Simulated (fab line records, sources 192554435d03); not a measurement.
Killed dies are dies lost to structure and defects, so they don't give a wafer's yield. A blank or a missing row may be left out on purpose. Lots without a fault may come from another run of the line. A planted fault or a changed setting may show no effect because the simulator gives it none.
Which tool did it? | flow n5_finfet | 12 lots, 36 wafers sampled, at 1 step of a route of 1938

WHAT THE GAUGES READ, wafer by wafer
N5_BEOL_M12_OCD_MEAS_35.
lot  | measured     | on     | trench_depth_nm (nm)
L075 | day 11 14:50 | ocd-02 | 315 319 325
L076 | day 12 09:11 | ocd-01 | 324 314 310
L081 | day 12 13:59 | ocd-01 | 321 319 327
L082 | day 13 03:22 | ocd-02 | 326 318 326
L083 | day 13 15:20 | ocd-01 | 326 325 312
L085 | day 14 13:14 | ocd-02 | 325 322 329
L088 | day 15 01:50 | ocd-01 | 321 324 329
L090 | day 15 20:15 | ocd-02 | 321 327 326
L091 | day 16 05:40 | ocd-02 | 316 322 323
L095 | day 16 19:34 | ocd-02 | 323 324 328
L093 | day 16 21:53 | ocd-01 | 327 321 315
L097 | day 17 08:40 | ocd-01 | 325 317 315

WHICH TOOL RAN EACH LOT (tool, then ch and the chambers of the sampled wafers, then the start)
The record holds no process step before these readings.

THE ANSWER, worked out from the rows above alone
Rule: what is usual is taken from the lots themselves. Put in order of their means at a reading, lots are off if they are a third of the lots or fewer, leave a main group of 4 or more, and stand apart from it by a gap of 3 or more times the standard deviation of the main group's means; of several such gaps the widest counts. A main group whose means are all the same, to the digits that the tables above print for the reading, isn't used. A lot without any number at a reading at which 4 lots or more have one is off too. The other lots that the step has rows for count as sound.
No lot is off at any reading shown: from this, nothing can be told.

WHAT THE SIMULATOR HAD PUT IN
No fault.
